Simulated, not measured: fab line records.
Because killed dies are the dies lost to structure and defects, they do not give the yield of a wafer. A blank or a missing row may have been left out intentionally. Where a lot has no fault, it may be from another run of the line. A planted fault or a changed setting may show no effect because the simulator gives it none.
Comparing a struck lot with a sound one :: flow nand harc :: 13 out of 1159 route steps
Sound: wafers L947.1, L947.4, L947.5. Wafers L934.1, L934.4 were the ones struck. At the end, the cause is stated.
Each step with rows lists, per side, the tool, then ch with its chambers, then its first start. Under that, the readings that differ: sound wafers :: struck wafers :: difference of the means :: sigmas: that difference in standard deviations of wafers without a fault.
alike: words and numbers the same on both sides, and readings whose means are apart by under 2 such deviations; not compared: readings that were withheld, readings missing a value for some wafer, numbers with overlapping values and no deviation given by the record, and bounds like >300 which may hide the same value.
A row with sigmas, a row that says differs or no value, or rows on one side alone: a step with any of these is where the two part. Numbers that have no deviation but don't overlap get no sigmas and don't part them. A reading that every wafer of one side lacks parts them only if that side has two wafers or more.

NHARC_A_SOURCE_PLATE_THK_MEAS_06: measures by ellipsometry.
  sound: film metro-01 at day 12 20:08; struck: film metro-01 at day 10 17:22
  alike: thk nm
NHARC_A_SOURCE_PLATE_INSPECT_08:
  sound: defect inspect-01 at day 12 20:13; struck: defect inspect-02 at day 10 17:26
  alike: raw defect count
following that, 1 step holds no rows for these wafers, namely NHARC_A_ONON_D1_DEP_00 (target thickness 1000 nm).
NHARC_A_ONON_D1_THK_MEAS_02: measures by ellipsometry.
  sound: film metro-02 at day 12 20:47; struck: film metro-01 at day 10 18:01
  alike: thk nm
following that, 1 step holds no rows for these wafers, namely NHARC_A_ONON_D1_DEP_03 (target thickness 1000 nm).
NHARC_A_ONON_D1_THK_MEAS_05: measures by ellipsometry.
  sound: film metro-01 at day 12 21:21; struck: film metro-01 at day 10 18:35
  alike: thk nm
following that, 1 step holds no rows for these wafers, namely NHARC_A_ONON_D1_DEP_06 (target thickness 1000 nm).
NHARC_A_ONON_D1_THK_MEAS_08: measures by ellipsometry.
  sound: film metro-01 at day 12 21:56; struck: film metro-02 at day 10 19:09
  alike: thk nm
following that, 1 step holds no rows for these wafers, namely NHARC_A_ONON_D1_DEP_09 (target thickness 1000 nm).
NHARC_A_ONON_D1_THK_MEAS_11: measures by ellipsometry.
  sound: film metro-01 at day 12 22:31; struck: film metro-01 at day 10 19:44
  alike: thk nm
NHARC_A_ONON_D1_DEP_12: target thk 1000 nm.
  sound on pecvd onon-03 ch 0, day 12 22:34; struck on pecvd onon-03 ch 0, day 10 19:47
  alike: sih4 flow sccm
NHARC_A_ONON_D1_THK_MEAS_14: measures by ellipsometry.
  sound: film metro-02 at day 12 23:05; struck: film metro-01 at day 10 20:17
reading: thk nm (nm)
sound: 1000 1001 1000
struck: 1098 1099
difference: +98
sigmas: +11
then, 1 step without rows for these wafers: NHARC_A_ONON_D1_ANNEAL_15 (time 3600 s).

WHERE THEY PART
Within this record, at NHARC_A_ONON_D1_THK_MEAS_14 only.

WHY: whatever the simulator had introduced
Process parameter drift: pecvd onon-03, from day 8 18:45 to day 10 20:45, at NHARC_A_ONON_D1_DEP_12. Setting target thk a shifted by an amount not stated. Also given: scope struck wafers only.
